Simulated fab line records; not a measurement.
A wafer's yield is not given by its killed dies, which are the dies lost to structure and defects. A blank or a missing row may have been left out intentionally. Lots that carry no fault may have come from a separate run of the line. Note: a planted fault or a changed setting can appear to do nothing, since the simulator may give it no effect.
Struck lot and sound lot, side by side :: flow n5_finfet :: 23 out of 1938 route steps
Sound: wafers L278.1, L278.2, L278.4. Struck: wafers L275.1, L275.2, L275.5. Last of all comes the cause.
Order at every step that has rows: each side's tool, ch and its chambers, its first start. Under that, the readings that differ: sound wafers :: struck wafers :: difference of the means :: sigmas: that difference in standard deviations of wafers without a fault.
alike: same words and numbers on both sides, and readings whose means sit less than 2 such deviations apart. not compared: any withheld reading, any reading some wafer has no value for, any bound like >300 that may hide the same value, and any number with overlapping values for which the record gives no deviation.
The two part at a step that has a row with sigmas, a row that says differs or no value, or rows on one side only. When numbers do not overlap yet have no deviation, they are printed without sigmas and do not part them. A reading that every wafer of one side lacks parts them only if that side has two wafers or more.

first, 4 steps without rows for these wafers: N5_WELL_APT_EXPOSE_05 (exposes mask NWELL, defocus 0 nm, target cd 200 nm); N5_WELL_APT_PEB_06 (peb time 90 s); N5_WELL_APT_DEVELOP_07 (develop time 45 s); N5_WELL_APT_HARDBAKE_12 (time 120 s).
N5_WELL_APT_CD_MEAS_08: target cd 200 nm.
  sound on cd_sem-02 ch 0, day 5 01:41; struck on cd_sem-01 ch 0, day 4 07:49
  alike: cd_nm
N5_WELL_APT_OVL_MEAS_09:
  sound on overlay-02 ch 0, day 5 01:43; struck on overlay-02 ch 0, day 4 07:50
reading: NWELL_OVL (nm)
sound: 0 6 13
struck: -7 -7 -4
difference: -12
sigmas: -2
N5_WELL_APT_INSPECT_10: inspects for defects (macro).
  sound on defect_inspect-02, day 5 01:44; struck on defect_inspect-01, day 4 07:52
  alike: raw_defect_count
N5_WELL_APT_DESCUM_13: chemistry O2, time 7.9 s.
  sound on rie_diel-04 ch 0,1,2, day 5 01:46; struck on rie_diel-02 ch 0,2,3, day 4 07:53
  alike: drypump_motor_current_A, oes_product_au, rf_vpp_V, showerhead_plenum_p_Torr, throttle_valve_pct
  not compared: rf_hours_counter_h
then, 4 steps without rows for these wafers: N5_WELL_APT_IMPLANT_14; N5_WELL_APT_IMPLANT_15; N5_WELL_APT_STRIP_16 (strips in SPM, time 900 s); N5_WELL_APT_HMDS_18 (time 60 s).
N5_WELL_APT_COAT_19: resist thk 950 nm.
  sound on litho_track-03 ch 0, day 5 02:35; struck on litho_track-04, day 4 08:55
  no value came back on the struck wafers for chill_plate_temp_C (C), dispense_pressure_kPa (kPa); on the sound wafers chill_plate_temp_C (C) reads 22.99 22.94 23.02
then, 6 steps without rows for these wafers: N5_WELL_APT_EBR_21; N5_WELL_APT_SOFTBAKE_20 (time 60 s); N5_WELL_APT_EXPOSE_22 (exposes mask PWELL, defocus 0 nm, target cd 200 nm); N5_WELL_APT_PEB_23 (peb time 90 s); N5_WELL_APT_DEVELOP_24 (develop time 45 s); N5_WELL_APT_HARDBAKE_29 (time 120 s).
N5_WELL_APT_CD_MEAS_25: target cd 200 nm.
  sound on cd_sem-02 ch 0, day 5 02:59; struck on cd_sem-03 ch 0, day 4 09:18
reading: cd_nm (nm)
sound: 198.1 201.1 199.1
struck: - - -
difference: no value on the struck wafers
sigmas: 
N5_WELL_APT_OVL_MEAS_26:
  sound on overlay-02 ch 0, day 5 03:02; struck on overlay-02 ch 0, day 4 09:20
reading: PWELL_OVL (nm)
sound: 6 8 11
struck: - - -
difference: no value on the struck wafers
sigmas: 
N5_BEOL_M4_RC_MEAS_101:
  the record has rows for the sound wafers here (prober-01 ch 0, day 13 22:10) and none for the struck ones
-- record jumps: 14 days separate the struck wafers' starts on either side; left off in module BEOL_M4, taken up again in module PASSIVATION, whose first shown step is the route's number 1936 --
N5_PASSIVATION_PROBE_49:
  sound on prober-01, day 18 03:50; struck on prober-02, day 17 22:56
reading: killed_at_front_end
sound: 37 43 37
struck: 1104 1109 1114
difference: +1070
sigmas: +97

reading: killed_dies
sound: 104 94 82
struck: 1180 1180 1180
difference: +1087
sigmas: +54

reading: killed_on_rim
sound: 11 11 17
struck: 152 152 152
difference: +139
sigmas: +32
  alike: killed_at_M0_to_M3, killed_at_M4_up, killed_at_contacts, killed_at_other, killed_open, killed_short

== WHERE THEY PART ==
At N5_WELL_APT_OVL_MEAS_09 first; at N5_PASSIVATION_PROBE_49 last (within this record only).

WHY: what the simulator had put in
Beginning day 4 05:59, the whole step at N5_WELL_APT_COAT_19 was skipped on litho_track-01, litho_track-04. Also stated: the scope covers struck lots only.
